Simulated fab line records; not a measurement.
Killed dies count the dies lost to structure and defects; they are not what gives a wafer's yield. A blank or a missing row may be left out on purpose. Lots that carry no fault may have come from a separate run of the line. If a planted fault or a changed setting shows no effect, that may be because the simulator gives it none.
Split-lot experiment    flow n5 finfet    route with 1938 steps; 7 lots, 21 wafers read

== SPLIT DETAILS ==
At N5_SD_EPI_P_PEB_07 (peb time 60 s), the setting peb time s was moved away from the recipe's 60 s on 10 of the 21 wafers read, by -20.6% to +20.0%. This setting was run at the recipe's value on the other wafers.

== FROM THE SPLIT ON TO THE READING: in between, the file shows 1 step ==
- N5_SD_EPI_P_DEVELOP_08: develop time 30 s

== THE READING ==
At N5_SD_EPI_P_CD_MEAS_09: cd nm in nanometres, against a target cd of 240 nm. Typical for fault-free wafers on this fab line: 240.2 nm, with standard deviation 0.99 nm.

wafer   tool, chamber at the split  peb time s as run, s  against the recipe  cd nm, nm  against lot-mates on the recipe
L075.2  litho track-05, 0           60                    recipe              240.6      -
L075.3  litho track-05, 0           71.97                 +20.0%              247.0      +6.4
L075.5  litho track-05, 0           71.97                 +20.0%              246.5      +5.9
L083.1  litho track-05, 0           60                    recipe              241.2      -
L083.2  litho track-05, 0           60                    recipe              241.0      -
L083.5  litho track-05, 0           60                    recipe              240.8      -
L087.2  litho track-04, 0           60                    recipe              241.3      -
L087.5  litho track-04, 0           47.63                 -20.6%              231.7      -9.6
L087.6  litho track-04, 0           47.63                 -20.6%              230.5      -10.8
L089.2  litho track-04, 0           71.73                 +19.6%              245.6      +6.0
L089.5  litho track-04, 0           60                    recipe              239.6      -
L089.6  litho track-04, 0           71.73                 +19.6%              244.4      +4.8
L093.1  litho track-03, 0           54.3                  -9.5%               236.2      -2.4
L093.2  litho track-03, 0           54.3                  -9.5%               235.4      -3.2
L093.5  litho track-03, 0           60                    recipe              238.6      -
L094.1  litho track-05, 0           60                    recipe              241.4      -
L094.3  litho track-05, 0           64.58                 +7.6%               243.6      +2.2
L094.4  litho track-05, 0           64.58                 +7.6%               243.1      +1.7
L095.4  litho track-05, 0           60                    recipe              240.6      -
L095.5  litho track-05, 0           60                    recipe              241.4      -
L095.6  litho track-05, 0           60                    recipe              240.8      -

THE FIT
A straight line over all 21 wafers: cd nm changes by +0.356 nm for each +1% of peb time s; r = +0.96; the points scatter about the line by 1.2 nm.
The same after taking each lot's own level away (the mean of its wafers on the recipe; 21 wafers): +0.361 nm for each +1%; r = +0.97; scatter 1.1 nm.
Per that fit: largest peb time s move, reading shift of 7.4 nm.
The span of the lots' own levels, 238.60 to 241.40 nm, comes to 2.8 times the standard deviation stated above.
So the lot-to-lot level changes the slope little: the two slopes agree.
Check: with one of the wafers moved furthest among these (-20.6%) left out of the fit, the line predicts -7.5 nm for it against its lot-mates. Against them it came out at -9.6 nm.

== THE OTHER SPLITS THESE WAFERS WENT THROUGH ==
Note: prior to the reading, these wafers also went through further splits. Each is held against what the fit with the lots' levels taken away leaves over:
other split on the same wafers         wafers away from the commonest value  r with cd nm (lot level and that fit taken away)
N5_FIN_SAQP_PEB_14 peb time s          6                                     +0.00
N5_FIN_SAQP_DEVELOP_15 develop time s  3                                     -0.01
N5_FIN_CUT_COAT_02 spin rpm            7                                     -0.21
N5_DUMMY_GATE_PECVD_30 time s          7                                     +0.13
N5_SD_EPI_P_COAT_34 spin rpm           8                                     +0.27

== THE WHOLE CHAIN: every reading that the file lists as answering this split, in the file's order ==
step                    what it does                                            reading                                                          change (the file's fit)                r (the file's)
N5_SD_EPI_P_CD_MEAS_09  target cd 240 nm                                        cd nm                                                            +0.355 nm for each +1% of the setting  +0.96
N5_SD_EPI_P_DESCUM_14   chemistry O2, time 7.9 s                                SD_EPI_P.cd nm (the simulator's own value, which no gauge read)  +0.355 nm for each +1% of the setting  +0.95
N5_SD_EPI_P_ETCH_36     etches SiARC in CF4, target depth 45.5 nm, time 75.8 s  SD_EPI_P.cd nm (the simulator's own value, which no gauge read)  +0.345 nm for each +1% of the setting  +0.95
N5_SD_EPI_P_ETCH_37     etches SOC in N2/H2, overetch 108 nm, time 486 s        SD_EPI_P.cd nm (the simulator's own value, which no gauge read)  +0.32 nm for each +1% of the setting   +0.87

== THE FILE'S OWN FIT ==
cd nm changes by +0.355 nm for each +1% of peb time s, r = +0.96.
